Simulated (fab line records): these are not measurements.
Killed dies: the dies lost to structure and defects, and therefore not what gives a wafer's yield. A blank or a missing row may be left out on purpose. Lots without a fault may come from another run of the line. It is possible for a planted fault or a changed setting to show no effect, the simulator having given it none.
Which tool did it? :: flow n5 finfet :: 8 lots, 24 wafers sampled, at 6 steps of a route of 1938

WHAT THE GAUGES SHOWED, per wafer
N5_BEOL_M3_OCD_MEAS_38. Usual: trench depth nm reads 55.5 nm (standard deviation 1).
lot: L521
measured: day 8 22:04
on: ocd-01
trench depth nm (nm): 54.8 54.6 56.0
flag: 

lot: L522
measured: day 9 12:06
on: ocd-02
trench depth nm (nm): 57.0 54.8 53.5
flag: 

lot: L525
measured: day 9 16:23
on: ocd-02
trench depth nm (nm): 48.4 50.7 49.1
flag: OFF

lot: L528
measured: day 10 22:07
on: ocd-02
trench depth nm (nm): 51.3 49.9 50.3
flag: OFF

lot: L532
measured: day 11 15:06
on: ocd-01
trench depth nm (nm): 55.3 56.6 55.6
flag: 

lot: L535
measured: day 13 01:01
on: ocd-02
trench depth nm (nm): 55.0 57.1 55.1
flag: 

lot: L537
measured: day 13 03:53
on: ocd-01
trench depth nm (nm): 57.2 54.4 57.0
flag: 

lot: L538
measured: day 13 07:26
on: ocd-01
trench depth nm (nm): 54.8 56.2 54.9
flag: 

N5_BEOL_M3_CD_MEAS_35: target cd 18 nm, target cd y 21 nm. Usual: cd nm reads 17.9 nm (standard deviation 0.4).
lot: L521
measured: day 8 22:13
on: cd sem-02
cd nm (nm): 18.2 18.1 18.2
flag: 

lot: L522
measured: day 9 12:16
on: cd sem-02
cd nm (nm): 18.3 18.4 18.1
flag: 

lot: L525
measured: day 9 16:32
on: cd sem-01
cd nm (nm): 17.6 18.1 17.3
flag: 

lot: L528
measured: day 10 22:16
on: cd sem-02
cd nm (nm): 17.7 16.8 17.6
flag: 

lot: L532
measured: day 11 15:16
on: cd sem-03
cd nm (nm): 18.1 17.9 18.2
flag: 

lot: L535
measured: day 13 01:10
on: cd sem-03
cd nm (nm): 17.9 17.6 17.5
flag: 

lot: L537
measured: day 13 04:03
on: cd sem-03
cd nm (nm): 17.8 17.2 17.5
flag: 

lot: L538
measured: day 13 07:35
on: cd sem-01
cd nm (nm): 17.7 17.5 18.3
flag: 

N5_BEOL_M4_RC_MEAS_101. Usual: DIBL_N 36.9 mV/V, standard deviation 1.7; DIBL_P 37.3 mV/V, standard deviation 2.3; IOFF_N 0.16 nA/um, standard deviation 0.033; IOFF_P 0.22 nA/um, standard deviation 0.04; ION_N 673 uA/um, standard deviation 12; ION_P 463 uA/um, standard deviation 8; SS_N 71.6 mV/dec, standard deviation 0.58; SS_P 73.4 mV/dec, standard deviation 0.74; VT_N 250 mV, standard deviation 3.2; VT_P -250 mV, standard deviation 3.4.
lot: L521
measured: day 9 13:07
on: prober-02
DIBL_N (mV/V): 36.4 37.5 35.8
DIBL_P (mV/V): 38.5 39.4 37.3
IOFF_N (nA/um): 0.17 0.19 0.16
IOFF_P (nA/um): 0.25 0.26 0.23
ION_N (uA/um): 664 675 666
ION_P (uA/um): 460 465 461
SS_N (mV/dec): 72.0 71.8 71.3
SS_P (mV/dec): 73.9 73.2 73.3
VT_N (mV): 248 248 248
VT_P (mV): -251 -251 -249
flag: 

lot: L522
measured: day 10 02:21
on: prober-01
DIBL_N (mV/V): 40.5 37.7 36.3
DIBL_P (mV/V): 41.6 37.0 35.5
IOFF_N (nA/um): 0.24 0.17 0.14
IOFF_P (nA/um): 0.30 0.21 0.19
ION_N (uA/um): 687 668 661
ION_P (uA/um): 473 462 454
SS_N (mV/dec): 72.5 71.4 71.3
SS_P (mV/dec): 74.3 73.4 72.9
VT_N (mV): 245 249 251
VT_P (mV): -245 -250 -251
flag: 

lot: L525
measured: day 10 09:36
on: prober-02
DIBL_N (mV/V): 38.0 37.7 37.2
DIBL_P (mV/V): 39.0 38.5 37.2
IOFF_N (nA/um): 0.20 0.17 0.16
IOFF_P (nA/um): 0.30 0.29 0.25
ION_N (uA/um): 690 669 673
ION_P (uA/um): 487 474 471
SS_N (mV/dec): 71.6 71.6 71.3
SS_P (mV/dec): 73.9 74.0 72.9
VT_N (mV): 245 251 251
VT_P (mV): -242 -245 -245
flag: 

lot: L528
measured: day 11 14:33
on: prober-01
DIBL_N (mV/V): 38.1 38.3 38.3
DIBL_P (mV/V): 38.6 38.1 37.8
IOFF_N (nA/um): 0.20 0.19 0.18
IOFF_P (nA/um): 0.26 0.25 0.24
ION_N (uA/um): 680 689 686
ION_P (uA/um): 467 469 465
SS_N (mV/dec): 71.4 71.6 72.5
SS_P (mV/dec): 74.6 73.7 73.2
VT_N (mV): 246 245 245
VT_P (mV): -248 -248 -248
flag: 

lot: L532
measured: day 12 09:53
on: prober-01
DIBL_N (mV/V): 37.3 36.8 36.2
DIBL_P (mV/V): 38.6 38.4 38.2
IOFF_N (nA/um): 0.19 0.18 0.16
IOFF_P (nA/um): 0.23 0.25 0.23
ION_N (uA/um): 678 676 669
ION_P (uA/um): 463 463 460
SS_N (mV/dec): 72.3 71.2 71.0
SS_P (mV/dec): 73.4 73.5 73.0
VT_N (mV): 248 249 252
VT_P (mV): -248 -247 -247
flag: 

lot: L535
measured: day 13 16:40
on: prober-02
DIBL_N (mV/V): 37.1 34.8 32.6
DIBL_P (mV/V): 37.2 35.2 31.7
IOFF_N (nA/um): 0.18 0.14 0.10
IOFF_P (nA/um): 0.22 0.18 0.15
ION_N (uA/um): 677 677 650
ION_P (uA/um): 461 458 449
SS_N (mV/dec): 71.6 70.7 69.9
SS_P (mV/dec): 74.7 72.4 72.3
VT_N (mV): 246 252 257
VT_P (mV): -251 -254 -259
flag: 

lot: L537
measured: day 13 19:45
on: prober-02
DIBL_N (mV/V): 38.6 39.3 37.7
DIBL_P (mV/V): 39.3 39.4 38.0
IOFF_N (nA/um): 0.18 0.18 0.14
IOFF_P (nA/um): 0.24 0.23 0.21
ION_N (uA/um): 673 669 661
ION_P (uA/um): 459 459 453
SS_N (mV/dec): 71.7 72.6 72.0
SS_P (mV/dec): 73.9 74.4 73.8
VT_N (mV): 252 251 255
VT_P (mV): -252 -253 -255
flag: 

lot: L538
measured: day 13 23:04
on: prober-02
DIBL_N (mV/V): 36.1 38.0 37.1
DIBL_P (mV/V): 35.9 37.9 36.7
IOFF_N (nA/um): 0.13 0.15 0.14
IOFF_P (nA/um): 0.19 0.22 0.20
ION_N (uA/um): 649 676 662
ION_P (uA/um): 447 464 456
SS_N (mV/dec): 71.3 71.4 70.7
SS_P (mV/dec): 72.5 73.6 73.4
VT_N (mV): 254 252 252
VT_P (mV): -250 -249 -253
flag: 

WHAT TOOL EACH LOT RAN ON (gives the tool, then ch and the chambers of the sampled wafers, and finally the start)
lot: L521
N5_BEOL_M3_ETCH_63: rie diel-05 ch 0,2,3, day 8 18:34
N5_BEOL_M3_TRENCH_ETCH_37: rie diel-04 ch 0,3, day 8 21:55
N5_BEOL_M3_STRIP_97: rie diel-04 ch 0,3, day 8 22:04 or earlier

lot: L522
N5_BEOL_M3_ETCH_63: rie diel-04 ch 1,2,3, day 9 01:49
N5_BEOL_M3_TRENCH_ETCH_37: rie diel-03 ch 0,2,3, day 9 11:57
N5_BEOL_M3_STRIP_97: rie diel-03 ch 0,2,3, day 9 12:06 or earlier

lot: L525
N5_BEOL_M3_ETCH_63: rie diel-03 ch 1,2,3, day 9 12:54
N5_BEOL_M3_TRENCH_ETCH_37: rie diel-03 ch 0,1,2, day 9 16:14
N5_BEOL_M3_STRIP_97: rie diel-03 ch 0,1,2, day 9 16:23 or earlier

lot: L528
N5_BEOL_M3_ETCH_63: rie diel-03 ch 0,1,2, day 10 17:04
N5_BEOL_M3_TRENCH_ETCH_37: rie diel-03 ch 1,3, day 10 21:57
N5_BEOL_M3_STRIP_97: rie diel-03 ch 1,3, day 10 22:07 or earlier

lot: L532
N5_BEOL_M3_ETCH_63: rie diel-04 ch 1,2,3, day 11 08:44
N5_BEOL_M3_TRENCH_ETCH_37: rie diel-04 ch 0,1,2, day 11 14:57
N5_BEOL_M3_STRIP_97: rie diel-04 ch 0,1,2, day 11 15:06 or earlier

lot: L535
N5_BEOL_M3_ETCH_63: rie diel-03 ch 1,2,3, day 12 14:58
N5_BEOL_M3_TRENCH_ETCH_37: rie diel-04 ch 0,1,3, day 13 00:52
N5_BEOL_M3_STRIP_97: rie diel-04 ch 0,1,3, day 13 01:01 or earlier

lot: L537
N5_BEOL_M3_ETCH_63: rie diel-05 ch 0,3, day 12 18:24
N5_BEOL_M3_TRENCH_ETCH_37: rie diel-03 ch 0,1, day 13 03:44
N5_BEOL_M3_STRIP_97: rie diel-03 ch 0,1, day 13 03:53 or earlier

lot: L538
N5_BEOL_M3_ETCH_63: rie diel-03 ch 0,1,3, day 13 05:24
N5_BEOL_M3_TRENCH_ETCH_37: rie diel-05 ch 0,2, day 13 07:17
N5_BEOL_M3_STRIP_97: rie diel-05 ch 0,2, day 13 07:26 or earlier
- N5_BEOL_M3_ETCH_63: etches SiARC in CF4, target depth 15.6 nm, time 26 s.
- N5_BEOL_M3_TRENCH_ETCH_37: etches SiOC in C4F6/O2, target depth 55.555 nm, time 29.2 s.
- N5_BEOL_M3_STRIP_97: strips in N2/H2, time 10 s.

AS READ BY THE TOOLS THEMSELVES (means over the sampled wafers that have a number; for cases with no such wafer, the mark the record gives instead)
N5_BEOL_M3_ETCH_63. Usual: bias w 36.00 W, standard deviation 0.11; drypump motor current A 5.6 A, standard deviation 0.45; etch rf on time s 25.8 s, standard deviation 0.64; oes product au 0.69 a.u., standard deviation 0.078; rf vpp V 183.9 V, standard deviation 1.2; showerhead plenum p Torr 2.14 Torr, standard deviation 0.078; throttle valve pct 15.57 %, standard deviation 0.25.
lot: L521
tool: rie diel-05
bias w (W): 35.99
drypump motor current A (A): 5.7
etch rf on time s (s): 25.8
oes product au (a.u.): 0.71
rf vpp V (V): 184.5
showerhead plenum p Torr (Torr): 2.13
throttle valve pct (%): 15.48
flag: 

lot: L522
tool: rie diel-04
bias w (W): 36.01
drypump motor current A (A): 5.1
etch rf on time s (s): 26.1
oes product au (a.u.): 0.65
rf vpp V (V): 183.8
showerhead plenum p Torr (Torr): 2.14
throttle valve pct (%): 15.49
flag: 

lot: L525
tool: rie diel-03
bias w (W): 35.94
drypump motor current A (A): 5.6
etch rf on time s (s): 26.1
oes product au (a.u.): 0.72
rf vpp V (V): 184.3
showerhead plenum p Torr (Torr): 2.14
throttle valve pct (%): 15.52
flag: 

lot: L528
tool: rie diel-03
bias w (W): 36.12
drypump motor current A (A): 5.5
etch rf on time s (s): 25.9
oes product au (a.u.): 0.67
rf vpp V (V): 184.2
showerhead plenum p Torr (Torr): 2.14
throttle valve pct (%): 15.73
flag: 

lot: L532
tool: rie diel-04
bias w (W): 36.01
drypump motor current A (A): 5.1
etch rf on time s (s): 25.5
oes product au (a.u.): 0.73
rf vpp V (V): 183.8
showerhead plenum p Torr (Torr): 2.14
throttle valve pct (%): 15.35
flag: 

lot: L535
tool: rie diel-03
bias w (W): 36.02
drypump motor current A (A): 5.6
etch rf on time s (s): 26.0
oes product au (a.u.): 0.69
rf vpp V (V): 183.2
showerhead plenum p Torr (Torr): 2.13
throttle valve pct (%): 15.57
flag: 

lot: L537
tool: rie diel-05
bias w (W): 36.00
drypump motor current A (A): 5.6
etch rf on time s (s): 25.6
oes product au (a.u.): 0.71
rf vpp V (V): 184.7
showerhead plenum p Torr (Torr): 2.12
throttle valve pct (%): 15.50
flag: 

lot: L538
tool: rie diel-03
bias w (W): 35.98
drypump motor current A (A): 5.5
etch rf on time s (s): 25.8
oes product au (a.u.): 0.70
rf vpp V (V): 184.5
showerhead plenum p Torr (Torr): 2.19
throttle valve pct (%): 15.70
flag: 

N5_BEOL_M3_TRENCH_ETCH_37. Usual: bias w 185.1 W, standard deviation 0.64; drypump motor current A 5.7 A, standard deviation 0.4; oes_ar_750_au 0.80 a.u., standard deviation 0.085; oes_f_703_au 0.80 a.u., standard deviation 0.087; oes product au 0.80 a.u., standard deviation 0.087; rf vpp V 668 V, standard deviation 13; showerhead plenum p Torr 2.84 Torr, standard deviation 0.1; throttle valve pct 20.82 %, standard deviation 0.25.
lot: L521
tool: rie diel-04
bias w (W): 185.6
drypump motor current A (A): 5.7
oes_ar_750_au (a.u.): 0.86
oes_f_703_au (a.u.): 0.86
oes product au (a.u.): 0.85
rf vpp V (V): 667
showerhead plenum p Torr (Torr): 2.95
throttle valve pct (%): 20.61
flag: 

lot: L522
tool: rie diel-03
bias w (W): 185.8
drypump motor current A (A): 5.9
oes_ar_750_au (a.u.): 0.76
oes_f_703_au (a.u.): 0.76
oes product au (a.u.): 0.77
rf vpp V (V): 673
showerhead plenum p Torr (Torr): 2.86
throttle valve pct (%): 20.99
flag: 

lot: L525
tool: rie diel-03
bias w (W): 123.6
drypump motor current A (A): 5.6
oes_ar_750_au (a.u.): 0.76
oes_f_703_au (a.u.): 0.76
oes product au (a.u.): 0.73
rf vpp V (V): 485
showerhead plenum p Torr (Torr): 2.85
throttle valve pct (%): 20.95
flag: OFF

lot: L528
tool: rie diel-03
bias w (W): 124.2
drypump motor current A (A): 5.6
oes_ar_750_au (a.u.): 0.86
oes_f_703_au (a.u.): 0.86
oes product au (a.u.): 0.83
rf vpp V (V): 493
showerhead plenum p Torr (Torr): 2.91
throttle valve pct (%): 20.81
flag: OFF

lot: L532
tool: rie diel-04
bias w (W): 185.4
drypump motor current A (A): 5.4
oes_ar_750_au (a.u.): 0.84
oes_f_703_au (a.u.): 0.85
oes product au (a.u.): 0.83
rf vpp V (V): 662
showerhead plenum p Torr (Torr): 2.75
throttle valve pct (%): 20.81
flag: 

lot: L535
tool: rie diel-04
bias w (W): 185.1
drypump motor current A (A): 5.6
oes_ar_750_au (a.u.): 0.85
oes_f_703_au (a.u.): 0.85
oes product au (a.u.): 0.84
rf vpp V (V): 669
showerhead plenum p Torr (Torr): 2.85
throttle valve pct (%): 20.70
flag: 

lot: L537
tool: rie diel-03
bias w (W): 184.5
drypump motor current A (A): 5.2
oes_ar_750_au (a.u.): 0.82
oes_f_703_au (a.u.): 0.83
oes product au (a.u.): 0.82
rf vpp V (V): 658
showerhead plenum p Torr (Torr): 2.91
throttle valve pct (%): 20.96
flag: 

lot: L538
tool: rie diel-05
bias w (W): 185.4
drypump motor current A (A): 5.9
oes_ar_750_au (a.u.): 0.77
oes_f_703_au (a.u.): 0.77
oes product au (a.u.): 0.77
rf vpp V (V): 667
showerhead plenum p Torr (Torr): 2.82
throttle valve pct (%): 20.90
flag: 

N5_BEOL_M3_STRIP_97. Usual: bias power w 7.000 W, standard deviation 0.019; drypump motor current A 5.7 A, standard deviation 0.4; oes product au 0.80 a.u., standard deviation 0.087; rf vpp V 59.2 V, standard deviation 0.88; showerhead plenum p Torr 2.53 Torr, standard deviation 0.091; throttle valve pct 23.6 %, standard deviation 0.37.
lot: L521
tool: rie diel-04
bias power w (W): 6.999
drypump motor current A (A): 5.7
oes product au (a.u.): 0.86
rf vpp V (V): 59.6
showerhead plenum p Torr (Torr): 2.63
throttle valve pct (%): 23.5
flag: 

lot: L522
tool: rie diel-03
bias power w (W): 6.996
drypump motor current A (A): 5.9
oes product au (a.u.): 0.77
rf vpp V (V): 58.4
showerhead plenum p Torr (Torr): 2.54
throttle valve pct (%): 23.6
flag: 

lot: L525
tool: rie diel-03
bias power w (W): 7.010
drypump motor current A (A): 5.6
oes product au (a.u.): 0.78
rf vpp V (V): 59.4
showerhead plenum p Torr (Torr): 2.56
throttle valve pct (%): 23.9
flag: 

lot: L528
tool: rie diel-03
bias power w (W): 7.003
drypump motor current A (A): 5.6
oes product au (a.u.): 0.89
rf vpp V (V): 58.6
showerhead plenum p Torr (Torr): 2.57
throttle valve pct (%): 23.5
flag: 

lot: L532
tool: rie diel-04
bias power w (W): 6.999
drypump motor current A (A): 5.4
oes product au (a.u.): 0.83
rf vpp V (V): 59.1
showerhead plenum p Torr (Torr): 2.46
throttle valve pct (%): 23.6
flag: 

lot: L535
tool: rie diel-04
bias power w (W): 7.000
drypump motor current A (A): 5.6
oes product au (a.u.): 0.85
rf vpp V (V): 58.6
showerhead plenum p Torr (Torr): 2.54
throttle valve pct (%): 23.5
flag: 

lot: L537
tool: rie diel-03
bias power w (W): 6.984
drypump motor current A (A): 5.2
oes product au (a.u.): 0.82
rf vpp V (V): 59.0
showerhead plenum p Torr (Torr): 2.62
throttle valve pct (%): 24.1
flag: 

lot: L538
tool: rie diel-05
bias power w (W): 7.000
drypump motor current A (A): 5.9
oes product au (a.u.): 0.76
rf vpp V (V): 59.3
showerhead plenum p Torr (Torr): 2.51
throttle valve pct (%): 23.8
flag: 

THE ANSWER, worked out from the rows above alone
Rule: a lot counts as off when the mean over its wafers that have a number is more than 3 standard deviations away from the usual mean. A lot without any number at a reading at which 4 lots or more have one is off too. All remaining lots with rows at the step are treated as sound. Order of review: gauges by route order, followed by the tools' own readings, for which a lot's mean as printed above is used. The first step at which some lot is off is used, and at that step the reading that is off furthest; a lot without a number counts as furthest.
Off: L525, L528 (N5_BEOL_M3_OCD_MEAS_38, trench depth nm).
If a tool, at a process step before that reading, ran all the lots that are off and no sound lot after the first of them, it fits. The gauges at N5_BEOL_M3_OCD_MEAS_38 aren't tried: what is off there is off at N5_BEOL_M3_TRENCH_ETCH_37 too, on other tools, and a gauge's error can't cause that. N5_BEOL_M3_STRIP_97 gives no start for some lots, so the hours and the order of its lots are those of N5_BEOL_M3_OCD_MEAS_38. No candidate that was tried fits.

WHAT THE SIMULATOR PUT IN
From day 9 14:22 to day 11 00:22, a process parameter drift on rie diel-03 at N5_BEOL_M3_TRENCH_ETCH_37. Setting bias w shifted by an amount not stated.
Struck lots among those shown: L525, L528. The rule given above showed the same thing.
